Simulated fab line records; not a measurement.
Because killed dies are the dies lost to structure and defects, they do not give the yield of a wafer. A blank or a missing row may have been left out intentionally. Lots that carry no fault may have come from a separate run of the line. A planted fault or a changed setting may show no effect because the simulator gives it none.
Which tool did it? + flow n5 finfet + 72 wafers from 24 lots sampled at 5 of the route's 1938 steps

## WHAT THE GAUGES READ, wafer by wafer
N5_BEOL_M5_CD_MEAS_28: target cd 30.6 nm, target cd y 20 nm. Usual: cd nm 30.61 nm, standard deviation 0.26.
| lot  | measured     | on        | cd nm (nm)        | flag |
|------|--------------|-----------|-------------------|------|
| L074 | day 8 11:58  | cd sem-03 | 30.16 30.33 30.54 |      |
| L076 | day 8 14:44  | cd sem-03 | 30.59 30.87 30.73 |      |
| L075 | day 8 22:14  | cd sem-03 | 30.82 30.46 30.49 |      |
| L077 | day 9 03:13  | cd sem-01 | 30.69 30.51 30.90 |      |
| L078 | day 9 05:47  | cd sem-03 | 30.75 30.93 30.67 |      |
| L079 | day 9 16:50  | cd sem-02 | 30.91 30.59 30.57 |      |
| L080 | day 9 20:16  | cd sem-01 | 30.54 30.12 30.32 |      |
| L081 | day 10 07:27 | cd sem-03 | 30.36 30.76 30.06 |      |
| L083 | day 10 10:26 | cd sem-01 | 30.54 30.74 30.76 |      |
| L082 | day 10 16:16 | cd sem-02 | 30.03 30.64 30.76 |      |
| L084 | day 10 19:46 | cd sem-01 | 30.57 30.77 30.42 |      |
| L085 | day 11 13:17 | cd sem-01 | 30.86 30.89 30.43 |      |
| L086 | day 11 15:20 | cd sem-01 | 31.02 30.60 30.69 |      |
| L088 | day 11 15:30 | cd sem-03 | 30.56 30.66 30.44 |      |
| L087 | day 11 19:07 | cd sem-02 | 30.75 30.82 30.10 |      |
| L091 | day 11 23:08 | cd sem-01 | 30.10 30.36 30.33 |      |
| L090 | day 12 03:30 | cd sem-01 | 31.02 30.61 30.07 |      |
| L089 | day 12 06:15 | cd sem-01 | 30.79 30.60 30.95 |      |
| L092 | day 12 21:45 | cd sem-03 | 30.97 30.88 30.92 |      |
| L093 | day 13 03:51 | cd sem-01 | 30.40 31.06 30.49 |      |
| L094 | day 13 07:07 | cd sem-03 | 30.33 30.74 30.56 |      |
| L095 | day 13 09:39 | cd sem-03 | 30.48 30.43 30.50 |      |
| L097 | day 14 02:54 | cd sem-03 | 30.84 30.94 30.78 |      |
| L096 | day 14 03:05 | cd sem-01 | 30.48 31.01 30.98 |      |

N5_BEOL_M5_OVL_MEAS_29. Usual: V4_OVL gives -0.2 nm (standard deviation 0.68).
| lot  | measured     | on         | V4_OVL (nm)    | flag |
|------|--------------|------------|----------------|------|
| L074 | day 8 12:00  | overlay-02 | -0.1 -1.1 -0.6 |      |
| L076 | day 8 14:46  | overlay-02 | -0.4 -0.8 -0.5 |      |
| L075 | day 8 22:16  | overlay-01 | 0.3 0.4 -0.1   |      |
| L077 | day 9 03:15  | overlay-01 | -0.4 0.5 -1.1  |      |
| L078 | day 9 05:49  | overlay-02 | 0.3 -0.8 -0.4  |      |
| L079 | day 9 16:52  | overlay-02 | -1.5 -0.4 -0.7 |      |
| L080 | day 9 20:18  | overlay-02 | -0.2 0.9 0.1   |      |
| L081 | day 10 07:29 | overlay-02 | -0.3 -0.3 0.2  |      |
| L083 | day 10 10:28 | overlay-01 | 0.0 0.4 0.8    |      |
| L082 | day 10 16:19 | overlay-02 | -0.8 0.2 0.0   |      |
| L084 | day 10 19:48 | overlay-02 | -0.9 -0.3 -0.4 |      |
| L085 | day 11 13:19 | overlay-01 | 0.9 0.3 0.8    |      |
| L086 | day 11 15:22 | overlay-01 | -0.3 -1.7 0.4  |      |
| L088 | day 11 15:32 | overlay-01 | 0.7 0.0 0.4    |      |
| L087 | day 11 19:09 | overlay-01 | 0.2 -0.8 -1.6  |      |
| L091 | day 11 23:10 | overlay-01 | -0.2 -0.1 0.6  |      |
| L090 | day 12 03:32 | overlay-01 | 0.8 0.5 1.2    |      |
| L089 | day 12 06:17 | overlay-02 | -1.5 -1.1 -1.0 |      |
| L092 | day 12 21:47 | overlay-01 | 0.1 -0.5 -0.3  |      |
| L093 | day 13 03:53 | overlay-02 | 0.3 1.1 0.0    |      |
| L094 | day 13 07:09 | overlay-01 | -0.2 -0.6 -0.8 |      |
| L095 | day 13 09:41 | overlay-01 | 1.4 1.4 0.1    |      |
| L097 | day 14 02:56 | overlay-02 | -1.6 -0.5 -0.9 |      |
| L096 | day 14 03:07 | overlay-01 | -1.4 -0.3 -1.1 |      |

## TOOL THAT RAN EACH LOT (tool first, then ch and the chambers of the sampled wafers, then the start)
| lot  | N5_BEOL_M4_SPUTTER_90        | N5_BEOL_M5_DESCUM_16               | N5_BEOL_M5_HM_OPEN_17             |
|------|------------------------------|------------------------------------|-----------------------------------|
| L074 | pvd sputter-02, day 8 05:47  | rie diel-04 ch 0,2, day 8 11:06    | rie metal-03 ch 0,1, day 8 11:21  |
| L076 | pvd sputter-03, day 8 09:11  | rie diel-04 ch 1,2, day 8 13:59    | rie metal-01 ch 0,1, day 8 14:14  |
| L075 | pvd sputter-01, day 8 14:05  | rie diel-01 ch 2,3, day 8 21:05    | rie metal-01 ch 0,1, day 8 21:19  |
| L077 | pvd sputter-03, day 8 19:49  | rie diel-05 ch 0,2,3, day 9 01:07  | rie metal-02 ch 0,1, day 9 01:21  |
| L078 | pvd sputter-01, day 8 23:22  | rie diel-04 ch 0,1,3, day 9 04:49  | rie metal-02 ch 0, day 9 05:05    |
| L079 | pvd sputter-03, day 9 08:05  | rie diel-05 ch 1,3, day 9 14:34    | rie metal-01 ch 0, day 9 14:49    |
| L080 | pvd sputter-02, day 9 12:10  | rie diel-05 ch 0,2,3, day 9 18:18  | rie metal-01 ch 0,1, day 9 18:35  |
| L081 | pvd sputter-01, day 10 01:56 | rie diel-01 ch 2,3, day 10 06:12   | rie metal-02 ch 0,1, day 10 06:27 |
| L083 | pvd sputter-03, day 10 04:10 | rie diel-04 ch 0,2,3, day 10 08:52 | rie metal-02 ch 0,1, day 10 09:07 |
| L082 | pvd sputter-03, day 10 10:11 | rie diel-05 ch 0,1,3, day 10 15:20 | rie metal-01 ch 1, day 10 15:37   |
| L084 | pvd sputter-02, day 10 13:18 | rie diel-04 ch 0,3, day 10 18:52   | rie metal-03 ch 0,1, day 10 19:07 |
| L085 | pvd sputter-03, day 11 05:07 | rie diel-04 ch 0,1,2, day 11 10:49 | rie metal-02 ch 0,1, day 11 11:04 |
| L086 | pvd sputter-01, day 11 09:16 | rie diel-01 ch 1,3, day 11 14:28   | rie metal-01 ch 0,1, day 11 14:44 |
| L088 | pvd sputter-02, day 11 09:37 | rie diel-04 ch 0,1, day 11 14:33   | rie metal-02 ch 0,1, day 11 14:48 |
| L087 | pvd sputter-02, day 11 12:47 | rie diel-05 ch 0,1, day 11 17:19   | rie metal-03 ch 0,1, day 11 17:35 |
| L091 | pvd sputter-01, day 11 14:47 | rie diel-01 ch 0,3, day 11 20:00   | rie metal-02 ch 0,1, day 11 20:15 |
| L090 | pvd sputter-01, day 11 17:49 | rie diel-04 ch 0,1,3, day 12 00:56 | rie metal-02 ch 0,1, day 12 01:13 |
| L089 | pvd sputter-03, day 11 22:47 | rie diel-05 ch 0,2,3, day 12 03:54 | rie metal-02 ch 0,1, day 12 04:08 |
| L092 | pvd sputter-03, day 12 16:24 | rie diel-01 ch 0,1,3, day 12 21:01 | rie metal-01 ch 0,1, day 12 21:16 |
| L093 | pvd sputter-02, day 12 18:28 | rie diel-01 ch 0,1,2, day 13 00:11 | rie metal-01 ch 0,1, day 13 00:26 |
| L094 | pvd sputter-02, day 12 22:55 | rie diel-01 ch 0,1,2, day 13 05:15 | rie metal-01 ch 0,1, day 13 05:30 |
| L095 | pvd sputter-02, day 13 03:38 | rie diel-01 ch 1,2,3, day 13 08:47 | rie metal-02 ch 0,1, day 13 09:02 |
| L097 | pvd sputter-01, day 13 20:06 | rie diel-04 ch 1,3, day 14 01:14   | rie metal-01 ch 1, day 14 01:29   |
| L096 | pvd sputter-03, day 13 20:13 | rie diel-01 ch 2,3, day 14 01:16   | rie metal-03 ch 0, day 14 01:32   |
- N5_BEOL_M4_SPUTTER_90: material Cu, target thk 4.5 nm, time 8.29 s.
- N5_BEOL_M5_DESCUM_16: chemistry O2, time 7 s.
- N5_BEOL_M5_HM_OPEN_17: chemistry Cl2/BCl3, target TiN, target depth 20 nm, overetch 6 nm.

## AS READ BY THE TOOLS THEMSELVES (means over the sampled wafers that have a number; for cases with no such wafer, the mark the record gives instead)
N5_BEOL_M4_SPUTTER_90. Usual: throttle valve pct 30.1 %, standard deviation 0.65.
| lot  | tool           | throttle valve pct (%) | flag |
|------|----------------|------------------------|------|
| L074 | pvd sputter-02 | 29.8                   |      |
| L076 | pvd sputter-03 | 29.3                   |      |
| L075 | pvd sputter-01 | 30.2                   |      |
| L077 | pvd sputter-03 | 29.7                   |      |
| L078 | pvd sputter-01 | 30.1                   |      |
| L079 | pvd sputter-03 | 30.1                   |      |
| L080 | pvd sputter-02 | 29.7                   |      |
| L081 | pvd sputter-01 | 30.6                   |      |
| L083 | pvd sputter-03 | 30.4                   |      |
| L082 | pvd sputter-03 | 29.7                   |      |
| L084 | pvd sputter-02 | 30.4                   |      |
| L085 | pvd sputter-03 | 29.8                   |      |
| L086 | pvd sputter-01 | 30.5                   |      |
| L088 | pvd sputter-02 | 29.9                   |      |
| L087 | pvd sputter-02 | 30.6                   |      |
| L091 | pvd sputter-01 | 29.9                   |      |
| L090 | pvd sputter-01 | 29.9                   |      |
| L089 | pvd sputter-03 | 30.5                   |      |
| L092 | pvd sputter-03 | 30.0                   |      |
| L093 | pvd sputter-02 | 30.6                   |      |
| L094 | pvd sputter-02 | 29.9                   |      |
| L095 | pvd sputter-02 | 30.1                   |      |
| L097 | pvd sputter-01 | 30.2                   |      |
| L096 | pvd sputter-03 | 30.5                   |      |

N5_BEOL_M5_DESCUM_16. Usual: chamber pressure mTorr 20.003 mTorr (standard deviation 0.018); drypump motor current A 5.8 A (standard deviation 0.41); oes product au 0.80 a.u. (standard deviation 0.067); rf fwd power W 49.40 W (standard deviation 0.2); rf vpp V 243.6 V (standard deviation 1.5); showerhead plenum p Torr 2.12 Torr (standard deviation 0.079); throttle valve pct 20.40 % (standard deviation 0.18).
| lot  | tool        | chamber pressure mTorr (mTorr) | drypump motor current A (A) | oes product au (a.u.) | rf fwd power W (W) | rf vpp V (V) | showerhead plenum p Torr (Torr) | throttle valve pct (%) | flag |
|------|-------------|--------------------------------|-----------------------------|-----------------------|--------------------|--------------|---------------------------------|------------------------|------|
| L074 | rie diel-04 | 20.004                         | 5.3                         | 0.81                  | 49.66              | 242.8        | 2.14                            | 20.23                  |      |
| L076 | rie diel-04 | 20.002                         | 5.8                         | 0.87                  | 49.09              | 246.1        | 2.22                            | 20.33                  |      |
| L075 | rie diel-01 | 20.011                         | 5.7                         | 0.79                  | 49.05              | 243.2        | 2.07                            | 20.39                  |      |
| L077 | rie diel-05 | 19.971                         | 5.8                         | 0.82                  | 49.41              | 243.3        | 2.13                            | 20.48                  |      |
| L078 | rie diel-04 | 20.006                         | 5.6                         | 0.86                  | 49.40              | 244.7        | 2.18                            | 20.39                  |      |
| L079 | rie diel-05 | 20.018                         | 6.2                         | 0.74                  | 49.54              | 243.5        | 2.10                            | 20.42                  |      |
| L080 | rie diel-05 | 20.001                         | 5.8                         | 0.81                  | 49.41              | 244.3        | 2.13                            | 20.49                  |      |
| L081 | rie diel-01 | 20.001                         | 5.5                         | 0.79                  | 49.22              | 242.8        | 2.05                            | 20.52                  |      |
| L083 | rie diel-04 | 20.017                         | 5.5                         | 0.85                  | 49.55              | 244.5        | 2.18                            | 20.26                  |      |
| L082 | rie diel-05 | 20.012                         | 6.1                         | 0.80                  | 49.49              | 243.9        | 2.10                            | 20.47                  |      |
| L084 | rie diel-04 | 19.991                         | 5.5                         | 0.86                  | 49.38              | 244.5        | 2.19                            | 20.37                  |      |
| L085 | rie diel-04 | 20.005                         | 5.5                         | 0.82                  | 49.38              | 244.8        | 2.17                            | 20.31                  |      |
| L086 | rie diel-01 | 20.000                         | 6.2                         | 0.80                  | 49.40              | 242.7        | 2.04                            | 20.19                  |      |
| L088 | rie diel-04 | 20.008                         | 5.7                         | 0.80                  | 49.43              | 244.4        | 2.17                            | 20.46                  |      |
| L087 | rie diel-05 | 20.012                         | 6.0                         | 0.81                  | 49.50              | 243.3        | 2.06                            | 20.53                  |      |
| L091 | rie diel-01 | 19.991                         | 6.0                         | 0.74                  | 49.25              | 243.0        | 2.11                            | 20.37                  |      |
| L090 | rie diel-04 | 20.004                         | 5.6                         | 0.81                  | 49.40              | 244.0        | 2.18                            | 20.42                  |      |
| L089 | rie diel-05 | 20.008                         | 5.8                         | 0.79                  | 49.39              | 244.5        | 2.13                            | 20.51                  |      |
| L092 | rie diel-01 | 19.997                         | 6.1                         | 0.75                  | 49.36              | 243.6        | 2.08                            | 20.31                  |      |
| L093 | rie diel-01 | 19.997                         | 5.9                         | 0.76                  | 49.43              | 242.3        | 2.06                            | 20.41                  |      |
| L094 | rie diel-01 | 20.005                         | 5.8                         | 0.76                  | 49.34              | 242.5        | 2.06                            | 20.41                  |      |
| L095 | rie diel-01 | 20.014                         | 5.8                         | 0.77                  | 49.44              | 241.9        | 2.04                            | 20.37                  |      |
| L097 | rie diel-04 | 20.024                         | 5.8                         | 0.83                  | 49.20              | 245.1        | 2.21                            | 20.49                  |      |
| L096 | rie diel-01 | 20.000                         | 5.7                         | 0.74                  | 49.38              | 242.4        | 2.06                            | 20.45                  |      |

N5_BEOL_M5_HM_OPEN_17. Usual: chamber pressure mTorr 9.999 mTorr, standard deviation 0.0097; drypump motor current A 5.8 A, standard deviation 0.37; oes product au 0.71 a.u., standard deviation 0.11; rf fwd power W 993 W, standard deviation 3.1; throttle valve pct 22.0 %, standard deviation 0.35.
| lot  | tool         | chamber pressure mTorr (mTorr) | drypump motor current A (A) | oes product au (a.u.) | rf fwd power W (W) | throttle valve pct (%) | flag |
|------|--------------|--------------------------------|-----------------------------|-----------------------|--------------------|------------------------|------|
| L074 | rie metal-03 | 10.003                         | 5.6                         | 0.56                  | 994                | 22.1                   |      |
| L076 | rie metal-01 | 10.004                         | 5.9                         | 0.70                  | 992                | 22.3                   |      |
| L075 | rie metal-01 | 9.992                          | 5.9                         | 0.70                  | 992                | 22.3                   |      |
| L077 | rie metal-02 | 9.991                          | 5.8                         | 0.69                  | 992                | 21.8                   |      |
| L078 | rie metal-02 | 9.996                          | 5.9                         | 0.78                  | 996                | 21.4                   |      |
| L079 | rie metal-01 | 9.995                          | 6.5                         | 0.51                  | 997                | 22.3                   |      |
| L080 | rie metal-01 | 9.997                          | 6.2                         | 0.60                  | 994                | 22.3                   |      |
| L081 | rie metal-02 | 10.000                         | 5.6                         | 0.80                  | 991                | 21.8                   |      |
| L083 | rie metal-02 | 10.001                         | 5.8                         | 0.78                  | 996                | 21.7                   |      |
| L082 | rie metal-01 | 9.999                          | 5.6                         | 0.77                  | 994                | 22.4                   |      |
| L084 | rie metal-03 | 9.998                          | 5.6                         | 0.56                  | 993                | 22.2                   |      |
| L085 | rie metal-02 | 9.998                          | 5.6                         | 0.79                  | 992                | 21.8                   |      |
| L086 | rie metal-01 | 10.001                         | 6.2                         | 0.78                  | 992                | 22.1                   |      |
| L088 | rie metal-02 | 10.004                         | 5.6                         | 0.79                  | 995                | 21.8                   |      |
| L087 | rie metal-03 | 9.990                          | 5.6                         | 0.55                  | 991                | 22.2                   |      |
| L091 | rie metal-02 | 10.008                         | 5.6                         | 0.78                  | 993                | 21.8                   |      |
| L090 | rie metal-02 | 10.005                         | 5.6                         | 0.79                  | 990                | 21.8                   |      |
| L089 | rie metal-02 | 10.002                         | 5.6                         | 0.78                  | 993                | 21.8                   |      |
| L092 | rie metal-01 | 10.001                         | 5.9                         | 0.76                  | 987                | 22.2                   |      |
| L093 | rie metal-01 | 10.013                         | 6.2                         | 0.76                  | 997                | 22.1                   |      |
| L094 | rie metal-01 | 10.009                         | 6.2                         | 0.76                  | 995                | 22.1                   |      |
| L095 | rie metal-02 | 9.995                          | 5.6                         | 0.77                  | 995                | 21.8                   |      |
| L097 | rie metal-01 | 10.000                         | 5.5                         | 0.73                  | 991                | 22.5                   |      |
| L096 | rie metal-03 | 10.001                         | 5.6                         | 0.54                  | 995                | 22.1                   |      |

## THE ANSWER, worked out from the rows above alone
Rule: a lot is off if the mean of its wafers that have a number lies more than 3 standard deviations from the usual mean. Also off: a lot with no number at a reading for which 4 or more lots have one. All remaining lots with rows at the step are treated as sound. The gauges are gone through in route order, then the tools' own readings, and for those a lot's mean is taken as printed above. The first step at which some lot is off is used, and at that step the reading that is off furthest; a lot without a number counts as furthest.
No lot is off on any of the readings shown, so nothing can be concluded from this.

## WHAT HAD BEEN PUT IN BY THE SIMULATOR
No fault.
